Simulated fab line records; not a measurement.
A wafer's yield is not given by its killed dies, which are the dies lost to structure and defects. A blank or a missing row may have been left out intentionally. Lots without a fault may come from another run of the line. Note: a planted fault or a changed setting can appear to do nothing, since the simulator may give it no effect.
Split-lot trial | flow n5-finfet | on a route of 1938 steps: 7 lots, 21 wafers read

== THE SPLIT ITSELF ==
At N5_BEOL_M10_EXPOSE_25 (exposes mask V9), the setting dose-mj was moved away from the recipe's 85.5 on 8 of the 21 wafers read, by -6.1% to +6.4%. This setting was run at the recipe's value on the other wafers.

== FROM THE SPLIT TO THE READING: what the file shows between them, 2 steps ==
- N5_BEOL_M10_PEB_26: peb time 60 s
- N5_BEOL_M10_DEVELOP_27: develop time 30 s

== THE READING ==
At N5_BEOL_M10_CD_MEAS_28: cd-nm in nanometres, against a target cd of 70 nm. On this fab line, fault-free wafers typically give 70.4 nm with a standard deviation of 1 nm.

wafer  | tool, chamber at the split | dose-mj as run | against the recipe | cd-nm, nm | against lot-mates on the recipe
L075.1 | arfi-scanner-02, 0         | 85.5           | recipe             | 71.2      | -
L075.3 | arfi-scanner-02, 0         | 85.5           | recipe             | 70.7      | -
L075.4 | arfi-scanner-02, 0         | 85.5           | recipe             | 69.8      | -
L076.1 | arfi-scanner-03, 0         | 85.5           | recipe             | 71.1      | -
L076.2 | arfi-scanner-03, 0         | 81.28          | -4.9%              | 66.3      | -5.0
L076.6 | arfi-scanner-03, 0         | 85.5           | recipe             | 71.6      | -
L077.2 | arfi-scanner-02, 0         | 80.58          | -5.8%              | 66.7      | -2.5
L077.5 | arfi-scanner-02, 0         | 85.5           | recipe             | 69.2      | -
L077.6 | arfi-scanner-02, 0         | 80.58          | -5.8%              | 65.0      | -4.2
L080.4 | arfi-scanner-01, 0         | 85.5           | recipe             | 68.9      | -
L080.5 | arfi-scanner-01, 0         | 88.41          | +3.4%              | 70.7      | +1.8
L080.6 | arfi-scanner-01, 0         | 88.41          | +3.4%              | 72.2      | +3.3
L087.1 | arfi-scanner-02, 0         | 85.5           | recipe             | 69.5      | -
L087.2 | arfi-scanner-02, 0         | 85.5           | recipe             | 70.3      | -
L087.4 | arfi-scanner-02, 0         | 85.5           | recipe             | 70.3      | -
L089.2 | arfi-scanner-01, 0         | 80.28          | -6.1%              | 66.6      | -3.4
L089.3 | arfi-scanner-01, 0         | 80.28          | -6.1%              | 65.8      | -4.2
L089.5 | arfi-scanner-01, 0         | 85.5           | recipe             | 70.0      | -
L090.1 | arfi-scanner-01, 0         | 85.5           | recipe             | 70.6      | -
L090.2 | arfi-scanner-01, 0         | 90.95          | +6.4%              | 75.1      | +4.0
L090.4 | arfi-scanner-01, 0         | 85.5           | recipe             | 71.5      | -

THE FIT
A straight line over all 21 wafers: cd-nm changes by +0.688 nm for each +1% of dose-mj; r = +0.93; the points scatter about the line by 0.9 nm.
The same after taking each lot's own level away (the mean of its wafers on the recipe; 21 wafers): +0.669 nm for each +1%; r = +0.96; scatter 0.68 nm.
The reading moves by 4.3 nm for the largest change in dose-mj, on that fit.
Across the lots, their own levels run from 68.90 to 71.35 nm, a range of 2.4 times the standard deviation given above.
The two slopes agree, so the slope changes little with the lot-to-lot level.
Check: with one of the wafers moved furthest among these (+6.4%) left out of the fit, the line predicts +4.36 nm for it against its lot-mates. It came out at +4.05 nm against them.

== OTHER SPLITS ON THESE WAFERS ==
These wafers also went through other splits before the reading. Each is held against what the fit with the lots' levels taken away leaves over:
other split on the same wafers    | wafers away from the commonest value | r with cd-nm (lot level and that fit taken away)
N5_BEOL_M5_HM_DEP_02 target-thk-a | 11                                   | +0.13
N5_BEOL_M5_ETCH_41 source-w       | 7                                    | +0.02
N5_BEOL_M7_PECVD_70 temp-c        | 6                                    | +0.28
N5_BEOL_M7_HM_DEP_02 target-thk-a | 9                                    | -0.20
N5_BEOL_M7_DESCUM_33 time-s       | 11                                   | +0.01
N5_BEOL_M7_VIA_ETCH_34 source-w   | 6                                    | -0.13
N5_BEOL_M8_ETCH_65 source-w       | 5                                    | +0.02
N5_BEOL_M10_COAT_22 spin-rpm      | 7                                    | +0.44

== FILE'S OWN FIT ==
cd-nm changes by +0.694 nm for each +1% of dose-mj, r = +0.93.
